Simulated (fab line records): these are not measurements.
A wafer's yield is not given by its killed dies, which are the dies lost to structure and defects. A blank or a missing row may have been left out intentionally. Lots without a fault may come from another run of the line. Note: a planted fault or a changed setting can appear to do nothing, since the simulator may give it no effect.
Matching of chambers :: flow n5_finfet :: N5_BEOL_M0_SAQP_ETCH_106 on rie_diel-03 has 4 sister chambers
The step etches SOC in N2/H2, stops on SiNx, target depth 150 nm. 14 wafers are shown with their chamber, then 7 later ones without.

WAFERS WITH THEIR CHAMBER
wafer: L076.1
chamber: 2
showerhead_plenum_p_Torr (Torr): 2.65
throttle_valve_pct (%): 17.83
oes_product_au (a.u.): 0.77

wafer: L076.4
chamber: 3
showerhead_plenum_p_Torr (Torr): 2.60
throttle_valve_pct (%): 17.82
oes_product_au (a.u.): 0.91

wafer: L076.6
chamber: 2
showerhead_plenum_p_Torr (Torr): 2.65
throttle_valve_pct (%): 17.82
oes_product_au (a.u.): 0.77

wafer: L075.2
chamber: 2
showerhead_plenum_p_Torr (Torr): 2.65
throttle_valve_pct (%): 17.82
oes_product_au (a.u.): 0.77

wafer: L075.4
chamber: 1
showerhead_plenum_p_Torr (Torr): 2.44
throttle_valve_pct (%): 17.57
oes_product_au (a.u.): 0.74

wafer: L075.6
chamber: 2
showerhead_plenum_p_Torr (Torr): 2.65
throttle_valve_pct (%): 17.81
oes_product_au (a.u.): 0.77

wafer: L091.1
chamber: 0
showerhead_plenum_p_Torr (Torr): 2.51
throttle_valve_pct (%): 18.05
oes_product_au (a.u.): 0.71

wafer: L091.3
chamber: 2
showerhead_plenum_p_Torr (Torr): 2.64
throttle_valve_pct (%): 17.89
oes_product_au (a.u.): 0.75

wafer: L091.4
chamber: 3
showerhead_plenum_p_Torr (Torr): 2.59
throttle_valve_pct (%): 17.86
oes_product_au (a.u.): 0.86

wafer: L092.2
chamber: 1
showerhead_plenum_p_Torr (Torr): 2.43
throttle_valve_pct (%): 17.62
oes_product_au (a.u.): 0.72

wafer: L092.3
chamber: 3
showerhead_plenum_p_Torr (Torr): 2.59
throttle_valve_pct (%): 17.88
oes_product_au (a.u.): 0.86

wafer: L092.4
chamber: 0
showerhead_plenum_p_Torr (Torr): 2.51
throttle_valve_pct (%): 18.04
oes_product_au (a.u.): 0.71

wafer: L097.1
chamber: 3
showerhead_plenum_p_Torr (Torr): 2.58
throttle_valve_pct (%): 17.88
oes_product_au (a.u.): 0.84

wafer: L097.2
chamber: 0
showerhead_plenum_p_Torr (Torr): 2.51
throttle_valve_pct (%): 18.07
oes_product_au (a.u.): 0.69

SIGNATURES (means of the wafers above)
reading: showerhead_plenum_p_Torr
chamber 0: 2.5100
chamber 1: 2.4350
chamber 2: 2.6480
chamber 3: 2.5900
scatter within a chamber: 0.00574

reading: throttle_valve_pct
chamber 0: 18.0533
chamber 1: 17.5950
chamber 2: 17.8340
chamber 3: 17.8600
scatter within a chamber: 0.0287

reading: oes_product_au
chamber 0: 0.7033
chamber 1: 0.7300
chamber 2: 0.7660
chamber 3: 0.8675
scatter within a chamber: 0.0186
Rule: for each reading, subtract the chamber's mean from the wafer's reading, divide by that reading's scatter and square the result; add these up over the readings and take the root, which gives the wafer's distance from the chamber. If the next closest chamber is less than 2 further off than the closest, the wafer can't be placed; otherwise it belongs to the closest. How the scatter is found: for the shown wafers, subtract from each reading the mean of its chamber, square and add these, divide the total by (wafers less chambers), then take the root.

WAFERS MISSING THEIR CHAMBER
wafer: L097.6
showerhead_plenum_p_Torr (Torr): 2.43
throttle_valve_pct (%): 17.61
oes_product_au (a.u.): 0.72

wafer: L096.1
showerhead_plenum_p_Torr (Torr): 2.51
throttle_valve_pct (%): 18.06
oes_product_au (a.u.): 0.70

wafer: L096.3
showerhead_plenum_p_Torr (Torr): 2.43
throttle_valve_pct (%): 17.62
oes_product_au (a.u.): 0.72

wafer: L096.6
showerhead_plenum_p_Torr (Torr): 2.51
throttle_valve_pct (%): 18.07
oes_product_au (a.u.): 0.70

wafer: L094.1
showerhead_plenum_p_Torr (Torr): 2.64
throttle_valve_pct (%): 17.89
oes_product_au (a.u.): 0.73

wafer: L094.2
showerhead_plenum_p_Torr (Torr): 2.43
throttle_valve_pct (%): 17.63
oes_product_au (a.u.): 0.72

wafer: L094.6
showerhead_plenum_p_Torr (Torr): 2.51
throttle_valve_pct (%): 18.06
oes_product_au (a.u.): 0.70

CHAMBER TAKEN BY EACH
wafer: L097.6
from the rows above: 1
in truth: 1

wafer: L096.1
from the rows above: 0
in truth: 0

wafer: L096.3
from the rows above: 1
in truth: 1

wafer: L096.6
from the rows above: 0
in truth: 0

wafer: L094.1
from the rows above: 2
in truth: 2

wafer: L094.2
from the rows above: 1
in truth: 1

wafer: L094.6
from the rows above: 0
in truth: 0
Correctly placed: 7 of 7. Number that these rows cannot place: 0. Number placed wrongly: 0.
